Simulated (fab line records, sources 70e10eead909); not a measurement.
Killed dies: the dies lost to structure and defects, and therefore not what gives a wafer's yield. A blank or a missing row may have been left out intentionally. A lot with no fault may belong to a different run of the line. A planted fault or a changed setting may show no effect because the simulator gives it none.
Chamber matching :: flow nand-harc :: rie-diel-01 running NHARC_A_STAIRCASE_STRIP_476: 4 sister chambers
The step strips in O2, time 20 s. 8 wafers are shown with their chamber, then 7 later ones without.

## EACH WAFER AND ITS CHAMBER
wafer: L141.4
chamber: 1
showerhead-plenum-p-Torr (Torr): 3.50
throttle-valve-pct (%): 17.033

wafer: L142.3
chamber: 1
showerhead-plenum-p-Torr (Torr): 3.50
throttle-valve-pct (%): 17.030

wafer: L144.2
chamber: 2
showerhead-plenum-p-Torr (Torr): 3.47
throttle-valve-pct (%): 17.043

wafer: L144.5
chamber: 0
showerhead-plenum-p-Torr (Torr): 3.32
throttle-valve-pct (%): 17.037

wafer: L152.2
chamber: 2
showerhead-plenum-p-Torr (Torr): 3.45
throttle-valve-pct (%): 17.041

wafer: L152.3
chamber: 0
showerhead-plenum-p-Torr (Torr): 3.31
throttle-valve-pct (%): 17.050

wafer: L154.1
chamber: 3
showerhead-plenum-p-Torr (Torr): 3.47
throttle-valve-pct (%): 17.037

wafer: L154.5
chamber: 3
showerhead-plenum-p-Torr (Torr): 3.47
throttle-valve-pct (%): 17.043

## WAFERS MISSING THEIR CHAMBER
wafer: L154.6
showerhead-plenum-p-Torr (Torr): 3.45
throttle-valve-pct (%): 17.036

wafer: L158.3
showerhead-plenum-p-Torr (Torr): 3.45
throttle-valve-pct (%): 17.048

wafer: L158.5
showerhead-plenum-p-Torr (Torr): 3.48
throttle-valve-pct (%): 17.044

wafer: L158.6
showerhead-plenum-p-Torr (Torr): 3.45
throttle-valve-pct (%): 17.025

wafer: L160.3
showerhead-plenum-p-Torr (Torr): 3.29
throttle-valve-pct (%): 17.044

wafer: L160.5
showerhead-plenum-p-Torr (Torr): 3.46
throttle-valve-pct (%): 17.039

wafer: L160.6
showerhead-plenum-p-Torr (Torr): 3.44
throttle-valve-pct (%): 17.052

## WHICH CHAMBER EACH WENT THROUGH
wafer: L154.6
from the rows above: can't be placed: 2 or 3
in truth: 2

wafer: L158.3
from the rows above: can't be placed: 2 or 3
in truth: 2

wafer: L158.5
from the rows above: can't be placed: 3 or 2
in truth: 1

wafer: L158.6
from the rows above: can't be placed: 2 or 3
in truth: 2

wafer: L160.3
from the rows above: 0
in truth: 0

wafer: L160.5
from the rows above: can't be placed: 2 or 3
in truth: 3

wafer: L160.6
from the rows above: can't be placed: 2 or 3
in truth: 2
Correctly placed: 1 of 7. Cannot be placed on the basis of these rows: 6; the candidates contain the true chamber in 5. 0 placed wrongly.
How it was worked out, from the rows above alone: a wafer's distance from a chamber is the root of the sum, over the readings, of the square of ((its reading less the chamber's mean) divided by the reading's scatter). If the next closest chamber is less than 2 further off than the closest, the wafer can't be placed; otherwise it belongs to the closest. Each chamber's mean is taken over the wafers shown for it. The scatter is the square root of a quotient: the sum, over the shown wafers, of each reading's squared deviation from its chamber's mean, divided by wafers minus chambers.
